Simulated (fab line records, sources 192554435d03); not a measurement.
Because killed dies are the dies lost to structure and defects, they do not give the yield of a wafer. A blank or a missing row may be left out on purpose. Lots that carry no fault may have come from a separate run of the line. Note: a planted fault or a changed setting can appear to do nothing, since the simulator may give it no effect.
Lot-split experiment :: flow n5 finfet :: 7 lots, 21 wafers read, on a route of 1938 steps

## THE SPLIT ITSELF
At N5_BEOL_M10_ILD_DEP_00 (deposits SiCOH lowk from DEMS/porogen, target thk 308.51 nm, time 58 s), the setting time s was moved away from the recipe's 58 s on 5 of the 21 wafers read, by -14.6% to -4.9%. All remaining wafers had this setting at the recipe value.

## BETWEEN THE SPLIT AND THE READING: the file shows 1 step in between
- N5_BEOL_M10_CURE_71: cures SiCOH lowk, time 240 s

## THE READING
M10_ILD_THK, in nm, at N5_BEOL_M10_THK_MEAS_01. Typical for fault-free wafers on this fab line: 267 nm, with standard deviation 3.4 nm.

wafer: L080.2
tool, chamber at the split: pecvd-04, 1
time s as run, s: 58
against the recipe: recipe
M10_ILD_THK, nm: 264
against lot-mates on the recipe: -

wafer: L080.4
tool, chamber at the split: pecvd-04, 2
time s as run, s: 55.17
against the recipe: -4.9%
M10_ILD_THK, nm: 256
against lot-mates on the recipe: -9

wafer: L080.6
tool, chamber at the split: pecvd-04, 0
time s as run, s: 58
against the recipe: recipe
M10_ILD_THK, nm: 266
against lot-mates on the recipe: -

wafer: L082.1
tool, chamber at the split: pecvd-04, 0
time s as run, s: 51.62
against the recipe: -11.0%
M10_ILD_THK, nm: 238
against lot-mates on the recipe: -26

wafer: L082.2
tool, chamber at the split: pecvd-04, 1,2
time s as run, s: 58
against the recipe: recipe
M10_ILD_THK, nm: 264
against lot-mates on the recipe: -

wafer: L082.3
tool, chamber at the split: pecvd-04, 1,2
time s as run, s: 58
against the recipe: recipe
M10_ILD_THK, nm: 264
against lot-mates on the recipe: -

wafer: L083.1
tool, chamber at the split: pecvd-01, 0
time s as run, s: 58
against the recipe: recipe
M10_ILD_THK, nm: 266
against lot-mates on the recipe: -

wafer: L083.2
tool, chamber at the split: pecvd-01, 2
time s as run, s: 58
against the recipe: recipe
M10_ILD_THK, nm: 261
against lot-mates on the recipe: -

wafer: L083.5
tool, chamber at the split: pecvd-01, 0
time s as run, s: 58
against the recipe: recipe
M10_ILD_THK, nm: 273
against lot-mates on the recipe: -

wafer: L086.1
tool, chamber at the split: pecvd-04, 2
time s as run, s: 53.12
against the recipe: -8.4%
M10_ILD_THK, nm: 242
against lot-mates on the recipe: -24

wafer: L086.3
tool, chamber at the split: pecvd-04, 1
time s as run, s: 53.12
against the recipe: -8.4%
M10_ILD_THK, nm: 237
against lot-mates on the recipe: -29

wafer: L086.6
tool, chamber at the split: pecvd-04, 1
time s as run, s: 58
against the recipe: recipe
M10_ILD_THK, nm: 266
against lot-mates on the recipe: -

wafer: L091.2
tool, chamber at the split: pecvd-01, 2
time s as run, s: 58
against the recipe: recipe
M10_ILD_THK, nm: 262
against lot-mates on the recipe: -

wafer: L091.4
tool, chamber at the split: pecvd-01, 1
time s as run, s: 58
against the recipe: recipe
M10_ILD_THK, nm: 264
against lot-mates on the recipe: -

wafer: L091.6
tool, chamber at the split: pecvd-01, 0
time s as run, s: 58
against the recipe: recipe
M10_ILD_THK, nm: 271
against lot-mates on the recipe: -

wafer: L090.2
tool, chamber at the split: pecvd-01, 0
time s as run, s: 58
against the recipe: recipe
M10_ILD_THK, nm: 269
against lot-mates on the recipe: -

wafer: L090.4
tool, chamber at the split: pecvd-01, 0
time s as run, s: 49.51
against the recipe: -14.6%
M10_ILD_THK, nm: 232
against lot-mates on the recipe: -38

wafer: L090.6
tool, chamber at the split: pecvd-01, 2
time s as run, s: 58
against the recipe: recipe
M10_ILD_THK, nm: 270
against lot-mates on the recipe: -

wafer: L094.3
tool, chamber at the split: pecvd-04, 1
time s as run, s: 58
against the recipe: recipe
M10_ILD_THK, nm: 265
against lot-mates on the recipe: -

wafer: L094.5
tool, chamber at the split: pecvd-04, 1
time s as run, s: 58
against the recipe: recipe
M10_ILD_THK, nm: 267
against lot-mates on the recipe: -

wafer: L094.6
tool, chamber at the split: pecvd-04, 2
time s as run, s: 58
against the recipe: recipe
M10_ILD_THK, nm: 263
against lot-mates on the recipe: -
The file does not say which wafer passed through which chamber wherever a row lists several chambers: such a row stands for several wafers.

FIT RESULTS
A straight line over all 21 wafers: M10_ILD_THK changes by +2.58 nm for each +1% of time s; r = +0.96; the points scatter about the line by 3.6 nm.
The same after taking each lot's own level away (the mean of its wafers on the recipe; 21 wafers): +2.64 nm for each +1%; r = +0.97; scatter 3.3 nm.
That fit puts the effect of the largest move of time s on the reading at 39 nm.
From 264.0 to 269.5 nm: that is the span of the lots' own levels, equal to 1.6 times the standard deviation above.
The two slopes are in agreement: the lot-to-lot level therefore moves the slope only a little.
Check: with one of the wafers moved furthest among these (-14.6%) left out of the fit, the line predicts -39.7 nm for it against its lot-mates. Against them it came out at -37.5 nm.

## ADDITIONAL SPLITS CARRIED BY THESE WAFERS
Before the reading, these wafers also passed through other splits. Each is held against what the fit with the lots' levels taken away leaves over:
other split on the same wafers: N5_BEOL_M7_TRENCH_ETCH_37 time s
wafers away from the commonest value: 9
r with M10_ILD_THK (lot level and that fit taken away): -0.01

other split on the same wafers: N5_BEOL_M8_TRENCH_ETCH_37 bias w
wafers away from the commonest value: 6
r with M10_ILD_THK (lot level and that fit taken away): +0.04

other split on the same wafers: N5_BEOL_M9_COAT_05 spin rpm
wafers away from the commonest value: 9
r with M10_ILD_THK (lot level and that fit taken away): +0.07

other split on the same wafers: N5_BEOL_M9_ETCH_62 source w
wafers away from the commonest value: 5
r with M10_ILD_THK (lot level and that fit taken away): +0.55

## THE WHOLE CHAIN: every reading that the file lists as answering this split, in the file's order
step: N5_BEOL_M10_ILD_DEP_00
what it does: deposits SiCOH lowk from DEMS/porogen, target thk 308.51 nm, time 58 s
reading: SiCOH_lowk_of_BEOL_M10_ILD_DEP_00.thk nm (the simulator's own value, which no gauge read)
change (the file's fit): +2.93 nm for each +1% of the setting
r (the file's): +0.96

step: N5_BEOL_M10_CURE_71
what it does: cures SiCOH lowk, time 240 s
reading: SiCOH_lowk_of_BEOL_M10_ILD_DEP_00.thk nm (the simulator's own value, which no gauge read)
change (the file's fit): +2.58 nm for each +1% of the setting
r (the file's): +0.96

step: N5_BEOL_M10_THK_MEAS_01
what it does: 
reading: M10_ILD_THK
change (the file's fit): +2.58 for each +1% of the setting
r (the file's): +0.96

## FILE'S OWN FIT
M10_ILD_THK changes by +2.58 nm for each +1% of time s, r = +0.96.
